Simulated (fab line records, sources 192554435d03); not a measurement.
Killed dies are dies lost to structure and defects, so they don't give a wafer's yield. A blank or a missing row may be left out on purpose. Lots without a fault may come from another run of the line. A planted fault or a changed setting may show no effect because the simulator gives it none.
Chamber matching | flow n5_finfet | N5_BEOL_M3_DESCUM_16 on rie_diel-05: 4 sister chambers
The step chemistry O2, time 7 s. 24 wafers are shown with their chamber, then 12 later ones without.

WAFERS WITH THEIR CHAMBER
wafer  | chamber | throttle_valve_pct (%) | showerhead_plenum_p_Torr (Torr) | rf_vpp_V (V)
L076.4 | 1       | 20.76                  | 1.97                            | 241.5
L076.5 | 2       | 20.72                  | 2.06                            | 242.5
L076.6 | 1       | 20.76                  | 1.97                            | 240.5
L077.1 | 1       | 20.78                  | 1.97                            | 241.0
L077.2 | 2       | 20.72                  | 2.06                            | 242.5
L077.6 | 2       | 20.72                  | 2.06                            | 241.9
L079.4 | 2       | 20.72                  | 2.06                            | 242.5
L079.5 | 0       | 20.15                  | 2.08                            | 244.2
L079.6 | 3       | 20.40                  | 2.18                            | 244.8
L081.2 | 0       | 20.12                  | 2.08                            | 243.7
L081.4 | 2       | 20.73                  | 2.06                            | 242.9
L081.6 | 0       | 20.14                  | 2.08                            | 242.6
L083.1 | 0       | 20.13                  | 2.08                            | 244.3
L083.2 | 2       | 20.75                  | 2.06                            | 241.9
L083.6 | 2       | 20.73                  | 2.06                            | 241.8
L086.1 | 0       | 20.14                  | 2.08                            | 244.7
L086.3 | 1       | 20.42                  | 2.23                            | 245.0
L086.4 | 0       | 20.15                  | 2.08                            | 241.6
L087.3 | 1       | 20.43                  | 2.23                            | 247.5
L087.5 | 1       | 20.43                  | 2.23                            | 245.5
L087.6 | 0       | 20.14                  | 2.08                            | 243.0
L089.1 | 2       | 20.40                  | 2.05                            | 241.1
L089.4 | 1       | 20.45                  | 2.22                            | 244.3
L089.6 | 2       | 20.39                  | 2.05                            | 243.6

SIGNATURES (means of the wafers above)
reading                  | chamber 0 | chamber 1 | chamber 2 | chamber 3 | scatter within a chamber
throttle_valve_pct       | 20.1386   | 20.5757   | 20.6533   | 20.4000   | 0.135
showerhead_plenum_p_Torr | 2.0800    | 2.1171    | 2.0578    | 2.1800    | 0.0755
rf_vpp_V                 | 243.443   | 243.614   | 242.300   | 244.800   | 1.64
Rule: a wafer's distance from a chamber is the root of the sum, over the readings, of the square of ((its reading less the chamber's mean) divided by the reading's scatter). The wafer belongs to the nearest chamber; if the next one is less than 2 further off, it can't be placed. The scatter: the root of (the sum of the squares of (reading less its chamber's mean) over the shown wafers, divided by (wafers less chambers)).

WAFERS WITHOUT THEIR CHAMBER
wafer  | throttle_valve_pct (%) | showerhead_plenum_p_Torr (Torr) | rf_vpp_V (V)
L090.1 | 20.43                  | 2.22                            | 245.4
L090.2 | 20.40                  | 2.05                            | 241.8
L090.5 | 20.45                  | 2.22                            | 243.8
L093.1 | 20.44                  | 2.22                            | 244.7
L093.4 | 20.18                  | 2.07                            | 243.9
L093.6 | 20.18                  | 2.07                            | 242.7
L092.1 | 20.19                  | 2.07                            | 243.3
L092.3 | 20.41                  | 2.05                            | 242.5
L092.6 | 20.45                  | 2.22                            | 244.3
L096.1 | 20.17                  | 2.07                            | 241.9
L096.3 | 20.45                  | 2.22                            | 244.4
L096.5 | 20.45                  | 2.17                            | 243.5

WHICH CHAMBER EACH WENT THROUGH
wafer  | from the rows above               | in truth
L090.1 | can't be placed: 3 or 1           | 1
L090.2 | can't be placed: 2 or 1 or 0 or 3 | 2
L090.5 | can't be placed: 3 or 1 or 2      | 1
L093.1 | can't be placed: 3 or 1           | 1
L093.4 | can't be placed: 0 or 3           | 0
L093.6 | can't be placed: 0 or 3           | 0
L092.1 | can't be placed: 0 or 3           | 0
L092.3 | can't be placed: 1 or 2 or 0 or 3 | 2
L092.6 | can't be placed: 3 or 1           | 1
L096.1 | can't be placed: 0 or 3           | 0
L096.3 | can't be placed: 3 or 1           | 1
L096.5 | can't be placed: 3 or 1 or 2 or 0 | 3
Placed correctly: 0 of 12. Can't be placed from these rows: 12 (the true chamber is among the candidates in 12). Placed wrongly: 0.
